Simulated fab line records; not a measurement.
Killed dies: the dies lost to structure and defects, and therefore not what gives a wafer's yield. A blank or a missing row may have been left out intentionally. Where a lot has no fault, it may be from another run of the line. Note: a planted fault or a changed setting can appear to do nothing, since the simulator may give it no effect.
fab line records	flow n5_finfet
[record] lots = 9	wafers = 27	last_day = 17
route steps=1938 shown MOL_CONTACT_COAG@617 BEOL_M0_SAQP@633 BEOL_M4@1111
lots that met no fault: taken from a fault-free run of the same line
start_h: hours from the record's opening day to when the first of the lot's shown wafers began	wait_h: hours since the lot's step before	" repeats the value in the row above	L1.1+2: a single row standing in for several wafers	- no value, or no start was given	* or withheld: withheld	< > ~ a bound
route shown NAME@n: names a module that has steps shown in the file, with the first one's number in the route	usual: mean/standard deviation of fault-free wafers	same: alike in all rows	chamber/n: place in a boat	sites: per-site readings	_std_site: their standard deviation	_edge_site: outer sites' mean less inner sites'	radius_mm: for every site, how far away it sits from the centre of the wafer	mask NAME#n: copy n	behind: the most recent tool/chamber to have shaped the wafer	hold: why the lot went on hold/how many hours it stayed there/how the hold came to an end	device: which transistor (n, p or np) failed to switch	end of line: tests run on the same wafers once the route is complete	a step without rows: its recipe alone	killed: dies that structure and defects cost at the first sort, which is not the same as the wafer's yield	map: dies across one wafer; x = killed, . = not, _ = none there
set.NAME: setting as actually run; set.NAME@STEP: the setting as run at that earlier step	model.NAME: the simulator's own value behind a step, which no gauge read
the route's steps for a sample of lots (tables are steps, rows are wafers)
services: from which hour (start_h, from the record's first day; less than 0 if before it) a tool's chamber was out of use, for how many hours, and why
[[steps]]
[step N5_MOL_CONTACT_COAG_ETCH_48]
[recipe] chemistry = C4F6/O2	target_depth_a = 150	overetch_a = 45	mask_material = SOC	target = SiOC	bias_w = 465	pressure_mtorr = 10	time_s = 17	source_w = 335	Ar_flow_sccm = 300	C4F6_flow_sccm = 10	O2_flow_sccm = 10	ion_energy_ev = 576
[usual] drypump_motor_current_A = 5.9/0.38	mfc_ar_sccm = 299.9/0.95	oes_ar_750_au = 0.76/0.078	oes_product_au = 0.64/0.073	rf_vpp_V = 1590/16	showerhead_plenum_p_Torr = 2.86/0.069	throttle_valve_pct = 40.71/0.17
lot.wafer	tool	chamber	start_h	wait_h	drypump_motor_current_A	mfc_ar_sccm	oes_ar_750_au	oes_product_au	rf_hours_counter_h	rf_vpp_V	showerhead_plenum_p_Torr	throttle_valve_pct
L348.3	rie_diel-04	1	108.69	0.0	5.7	298.7	0.79	0.64	115	1597	2.96	40.56
L348.5	"	1	"	"	5.7	300.2	0.80	0.62	-	1594	2.96	40.58
L348.6	"	0	"	"	5.4	301.9	0.71	0.56	-	1598	2.81	40.65
L353.1	rie_diel-03	3	136.59	0.0	6.1	299.3	0.71	0.60	219	1606	2.80	40.47
L353.2	"	1	"	"	6.0	301.2	0.69	0.59	235	1593	2.80	41.05
L353.6	"	3	"	"	6.2	299.3	0.72	0.59	-	1607	2.80	40.48
L357.1	rie_diel-04	1	162.62	0.0	5.7	300.5	0.77	0.65	132	1596	2.95	40.59
L357.3	"	3	"	"	6.1	299.6	0.70	0.59	248	1565	2.80	40.64
L357.5	"	1	"	"	5.7	300.0	0.78	0.63	-	1597	2.95	40.60
L358.2	rie_diel-03	1	176.61	0.0	6.0	301.9	0.69	0.55	249	1594	2.80	41.03
L358.4	"	3	"	"	6.1	299.5	0.70	0.60	234	1606	2.79	40.48
L358.5	"	1	"	"	6.0	301.3	0.68	0.58	-	1592	2.79	41.04
L359.2	rie_diel-03	0	182.36	0.0	5.5	299.5	0.70	0.60	226	1572	2.92	40.62
L359.4	"	0	"	"	5.5	298.7	0.70	0.62	-	1572	2.92	40.63
L359.6	"	2	"	"	5.8	299.0	0.71	0.61	-	1584	2.81	40.53
L365.1	rie_diel-03	2	218.45	0.0	5.8	301.0	0.69	0.63	198	1584	2.81	40.55
L365.4	"	2	"	"	5.8	301.4	0.69	0.60	-	1584	2.81	40.53
L365.5	"	1	"	"	6.0	300.2	0.94	0.84	-	1593	2.79	40.73
L367.2	rie_diel-01	0	227.55	0.0	6.5	300.3	0.85	0.71	48	1622	3.00	40.85
L367.3	"	1	"	"	6.7	300.7	0.71	0.58	217	1587	2.81	40.97
L367.5	"	3	"	"	6.1	297.0	0.83	0.70	-	1581	2.87	40.85
L368.2	rie_diel-01	2	231.18	0.0	5.9	299.0	0.74	0.62	165	1596	2.85	40.67
L368.4	"	0	"	"	6.5	302.9	0.85	0.74	-	1621	3.00	40.85
L368.6	"	2	"	"	5.9	298.8	0.74	0.66	-	1596	2.85	40.69
L370.1	rie_diel-01	2	243.50	0.0	5.9	299.0	0.73	0.60	171	1594	2.84	40.67
L370.2	"	3	"	"	6.1	299.7	0.82	0.69	78	1581	2.87	40.87
L370.4	"	2	"	"	5.9	298.5	0.74	0.64	-	1595	2.84	40.68
[step N5_MOL_CONTACT_COAG_STRIP_72]
[recipe] chemistry = N2/H2	power_w = 450	temp_c = 40	pressure_mtorr = 20	rf_frequency_hz = 6e+07	overash_fraction = 3	bias_power_w = 7	h2_frac = 0.5	n2_flow_sccm = 200	h2_flow_sccm = 200
[usual] drypump_motor_current_A = 5.9/0.37	oes_product_au = 0.77/0.082	rf_vpp_V = 59.0/2.1	showerhead_plenum_p_Torr = 2.56/0.064	throttle_valve_pct = 23.79/0.15
lot.wafer	tool	chamber	start_h	wait_h	drypump_motor_current_A	oes_product_au	rf_hours_counter_h	rf_vpp_V	showerhead_plenum_p_Torr	throttle_valve_pct
L348.3	rie_diel-04	1	108.74	0.0	5.7	0.80	115	59.2	2.67	24.00
L348.5	"	1	"	"	5.7	0.80	-	61.6	2.67	23.97
L348.6	"	0	"	"	5.4	0.72	-	60.1	2.52	23.85
L353.1	rie_diel-03	3	136.65	0.0	6.1	0.70	219	56.3	2.51	23.62
L353.2	"	1	"	"	6.0	0.69	235	61.7	2.51	24.19
L353.6	"	3	"	"	6.1	0.71	-	58.9	2.51	23.63
L357.1	rie_diel-04	1	162.67	0.0	5.7	0.79	132	61.0	2.66	24.06
L357.3	"	3	"	"	6.0	0.69	248	56.9	2.50	23.96
L357.5	"	1	"	"	5.7	0.78	-	63.6	2.66	24.02
L358.2	rie_diel-03	1	176.67	0.0	6.0	0.68	249	57.3	2.50	24.19
L358.4	"	3	"	"	6.2	0.70	234	58.4	2.50	23.63
L358.5	"	1	"	"	6.0	0.67	-	56.1	2.50	24.18
L359.2	rie_diel-03	0	182.42	0.0	5.5	0.68	226	57.5	2.62	23.64
L359.4	"	0	"	"	5.5	0.68	-	59.2	2.62	23.62
L359.6	"	2	"	"	5.8	0.72	-	56.8	2.53	23.73
L365.1	rie_diel-03	2	218.50	0.0	5.8	0.70	198	60.4	2.52	23.76
L365.4	"	2	"	"	5.8	0.70	-	58.3	2.52	23.78
L365.5	"	1	"	"	6.0	0.95	-	56.7	2.50	23.82
L367.2	rie_diel-01	0	227.61	0.0	6.5	0.85	48	59.6	2.69	23.78
L367.3	"	1	"	"	6.7	0.70	217	56.8	2.51	24.10
L367.5	"	3	"	"	6.1	0.82	-	57.5	2.57	23.82
L368.2	rie_diel-01	2	231.24	0.0	5.9	0.74	165	63.1	2.54	23.69
L368.4	"	0	"	"	6.5	0.85	-	59.3	2.69	23.77
L368.6	"	2	"	"	5.9	0.75	-	59.3	2.54	23.68
L370.1	rie_diel-01	2	243.55	0.0	5.9	0.73	171	65.2	2.53	23.68
L370.2	"	3	"	"	6.1	0.81	78	58.9	2.56	23.85
L370.4	"	2	"	"	5.9	0.75	-	57.8	2.53	23.70
[step N5_BEOL_M0_SAQP_ILD_DEP_01]
[recipe] material = SiOC	target_thk_a = 454.19	temp_c = 350	precursor = DEMS/O2	pressure_torr = 5	rf_w = 500	time_s = 8.7
[usual] heater_power_w = 450/46	showerhead_plenum_p_Torr = 5.687/0.014	throttle_valve_pct = 11.7/0.53
lot.wafer	tool	chamber	start_h	wait_h	heater_power_w	showerhead_plenum_p_Torr	since_wet_clean_h	throttle_valve_pct
L348.3	pecvd-03	1	113.47	0.0	419	5.698	1724	11.4
L348.5	"	2	"	"	488	5.680	-	11.6
L348.6	"	1	"	"	397	5.698	-	11.6
L353.1	pecvd-03	0	141.37	0.0	458	5.705	1026	11.9
L353.2	"	1	"	"	339	5.682	1751	11.6
L353.6	"	2	"	"	502	5.684	-	11.7
L357.1	pecvd-04	1	167.09	0.0	442	5.691	1415	12.5
L357.3	"	2	"	"	388	5.693	2140	12.9
L357.5	"	2	"	"	390	5.691	-	12.8
L358.2	pecvd-02	2	181.13	0.0	406	5.706	131	10.6
L358.4	"	0	"	"	396	5.675	-	12.7
L358.5	"	1	"	"	512	5.710	-	12.3
L359.2	pecvd-02	2	186.82	0.0	475	5.693	137	10.7
L359.4	"	0	"	"	423	5.678	-	12.6
L359.6	"	2	"	"	454	5.697	-	11.1
L365.1	pecvd-03	0	224.63	0.0	444	5.675	1110	11.3
L365.4	"	1	"	"	374	5.698	-	11.5
L365.5	"	2	"	"	496	5.676	-	11.6
L367.2	pecvd-03	0	232.83	0.0	455	5.681	1118	11.4
L367.3	"	2	"	"	531	5.646	364	11.4
L367.5	"	0	"	"	441	5.689	-	11.7
L368.2	pecvd-04	0	235.85	0.0	459	5.696	758	11.7
L368.4	"	1	"	"	402	5.693	-	12.6
L368.6	"	2	"	"	432	5.687	-	11.0
L370.1	pecvd-02	1	247.98	0.0	431	5.706	1677	12.2
L370.2	"	2	"	"	494	5.699	198	11.1
L370.4	"	2	"	"	506	5.694	-	11.3
[step N5_BEOL_M0_SAQP_COAT_81]
[recipe] resist = SOC	temp_c = 250	time_s = 60	spin_rpm = 1500	resist_thk_nm = 100
[usual] heater_power_total_W = 500.4/1.8	plate_temp_C = 250.04/0.17
lot.wafer	tool	chamber	start_h	wait_h	heater_power_total_W	plate_temp_C
L348.3	litho_track-02	0	114.96	0.1	500.7	250.21
L348.5	"	0	"	"	499.3	250.04
L348.6	"	0	"	"	499.6	249.73
L353.1	litho_track-01	0	142.77	0.1	501.5	250.11
L353.2	"	0	"	"	502.1	250.00
L353.6	"	0	"	"	503.2	250.11
L357.1	litho_track-02	0	168.30	0.1	498.6	250.24
L357.3	"	0	"	"	501.5	250.11
L357.5	"	0	"	"	501.8	250.22
L358.2	litho_track-02	0	181.84	0.1	842.2	267.97
L358.4	"	0	"	"	840.4	268.02
L358.5	"	0	"	"	841.6	267.76
L359.2	litho_track-02	0	187.73	0.1	840.4	268.18
L359.4	"	0	"	"	842.7	267.95
L359.6	"	0	"	"	842.7	267.88
L365.1	litho_track-01	0	225.50	0.1	503.1	249.96
L365.4	"	0	"	"	501.6	250.12
L365.5	"	0	"	"	501.6	250.20
L367.2	litho_track-01	0	233.69	0.1	500.8	250.02
L367.3	"	0	"	"	503.3	250.02
L367.5	"	0	"	"	502.1	249.86
L368.2	litho_track-04	0	237.12	0.1	497.3	249.89
L368.4	"	0	"	"	498.7	249.68
L368.6	"	0	"	"	498.1	249.95
L370.1	litho_track-04	0	250.32	0.1	501.1	250.20
L370.2	"	0	"	"	500.9	250.16
L370.4	"	0	"	"	500.6	250.04
[step N5_BEOL_M4_RC_MEAS_101]
[usual] DIBL_N = 36.3/1.2	DIBL_P = 36.7/1.5	IOFF_N = 0.164/0.02	IOFF_P = 0.214/0.024	ION_N = 673/8.5	ION_P = 461/5.9	SS_N = 71.6/0.44	SS_P = 73.3/0.55	VT_N = 249.4/2.4	VT_P = -250.0/2.3
lot.wafer	tool	chamber	start_h	wait_h	DIBL_N[mV/V]	DIBL_P[mV/V]	IOFF_N[nA/um]	IOFF_P[nA/um]	ION_N[uA/um]	ION_P[uA/um]	SS_N[mV/dec]	SS_P[mV/dec]	VT_N[mV]	VT_P[mV]
L348.3	prober-02	0	172.04	0.3	36.6	35.3	0.157	0.211	666	463	71.3	72.8	249.4	-248.3
L348.5	"	0	"	"	36.5	34.2	0.150	0.201	667	459	72.1	73.1	252.6	-251.7
L348.6	"	0	"	"	37.0	35.8	0.172	0.227	672	464	71.7	73.0	248.8	-248.0
L353.1	prober-01	0	203.66	0.0	36.4	36.7	0.144	0.225	652	459	70.8	73.0	252.7	-248.0
L353.2	"	0	"	"	33.3	33.2	0.112	0.173	676	465	70.8	71.9	254.2	-249.8
L353.6	"	0	"	"	35.5	35.5	0.134	0.205	669	464	71.2	72.8	252.9	-250.0
L357.1	prober-01	0	230.53	0.0	35.0	35.5	0.152	0.205	681	469	71.4	73.2	250.3	-251.2
L357.3	"	0	"	"	35.4	36.4	0.167	0.214	678	463	71.4	73.4	247.4	-250.8
L357.5	"	0	"	"	36.1	37.2	0.175	0.225	676	459	71.8	73.9	247.5	-248.6
L358.2	prober-02	0	233.36	0.2	38.5	39.1	0.217	0.266	692	470	72.3	74.8	247.0	-248.6
L358.4	"	0	"	"	36.8	37.5	0.172	0.242	673	459	72.2	74.5	250.8	-247.8
L358.5	"	0	"	"	35.9	35.4	0.151	0.201	667	456	71.6	73.4	251.7	-251.3
L359.2	prober-02	0	247.90	0.2	37.8	36.6	0.164	0.201	673	456	71.4	73.5	248.8	-251.1
L359.4	"	0	"	"	36.2	35.0	0.148	0.183	663	451	71.5	73.3	250.9	-253.0
L359.6	"	0	"	"	37.2	35.5	0.161	0.202	663	451	72.0	73.1	250.2	-249.0
L365.1	prober-01	0	280.96	0.0	33.7	35.5	0.131	0.181	664	458	71.2	72.7	252.4	-252.3
L365.4	"	0	"	"	32.4	33.5	0.114	0.160	662	455	71.1	72.2	254.5	-253.9
L365.5	"	0	"	"	34.8	36.5	0.151	0.200	660	454	70.9	73.3	249.7	-249.8
L367.2	prober-02	0	286.32	0.2	38.6	37.3	0.201	0.240	679	465	71.2	73.5	245.6	-246.5
L367.3	"	0	"	"	36.9	36.2	0.162	0.213	664	454	70.9	73.0	249.2	-248.0
L367.5	"	0	"	"	39.0	37.4	0.196	0.229	666	460	71.8	73.7	246.6	-249.1
L368.2	prober-01	0	300.19	0.2	36.0	36.4	0.163	0.219	675	461	71.3	73.2	246.9	-248.3
L368.4	"	0	"	"	37.5	38.9	0.194	0.256	671	460	71.9	73.7	245.0	-248.7
L368.6	"	0	"	"	36.9	38.2	0.180	0.244	674	465	71.4	73.9	247.3	-248.9
L370.1	prober-02	0	307.18	0.0	36.3	38.1	0.159	0.214	680	465	71.2	73.8	251.0	-251.5
L370.2	"	0	"	"	36.1	38.3	0.160	0.214	672	465	71.2	73.3	251.5	-250.7
L370.4	"	0	"	"	38.6	40.1	0.200	0.258	682	469	72.3	74.7	247.2	-249.7
[[services]]
tool	chamber	start_h	hours	kind
rie_diel-03	3	90.78	8.7	repair
pecvd-02	0	92.22	3.7	repair
pecvd-04	-	112.14	0.4	repair
rie_diel-03	2	120.65	6.2	repair
rie_diel-01	1	121.10	5.2	repair
pecvd-04	-	140.80	0.6	repair
rie_diel-03	0	155.80	6.7	repair
pecvd-03	2	166.60	19.3	repair
pecvd-04	-	172.05	0.9	repair
rie_diel-03	1	180.59	-	clean
rie_diel-03	1	180.59	-	consumable_replace:focus_ring
rie_diel-03	1	180.59	22.5	scheduled_down
rie_diel-03	1	180.59	22.5	vent_cycle
rie_diel-03	3	213.59	-	clean
rie_diel-03	3	213.59	-	consumable_replace:focus_ring
rie_diel-03	3	213.59	18.4	scheduled_down
rie_diel-03	3	213.59	18.4	vent_cycle
rie_diel-01	1	228.63	16.2	repair
rie_diel-03	-	239.55	1.0	repair
rie_diel-03	0	242.02	-	clean
rie_diel-03	0	242.02	-	consumable_replace:focus_ring
rie_diel-03	0	242.02	17.0	scheduled_down
rie_diel-03	0	242.02	17.0	vent_cycle
pecvd-02	1	242.54	2.1	repair
[[key]]
[first_sign] step = N5_BEOL_M0_SAQP_COAT_81	reading = heater_power_total_W	direction = up	sigmas = 99+	usual = *	struck = *
[effect] step = N5_BEOL_M0_SAQP_COAT_81	reading = plate_temp_C	direction = up	sigmas = 99+	usual = *	struck = *
met_at N5_BEOL_M0_SAQP_COAT_81
struck_lots L358,L359
not_acting_at N5_MOL_CONTACT_COAG_ETCH_48,N5_MOL_CONTACT_COAG_STRIP_72,N5_BEOL_M0_SAQP_ILD_DEP_01
onset_between 168.30 181.84
[fault] kind = process_parameter_drift	tool = litho_track-02	chamber = -	onset_h = 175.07	steps = N5_BEOL_M0_SAQP_COAT_81	channel = temp_c	offset = *	shape = step	end_h = 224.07	acts_in = *	stated = *
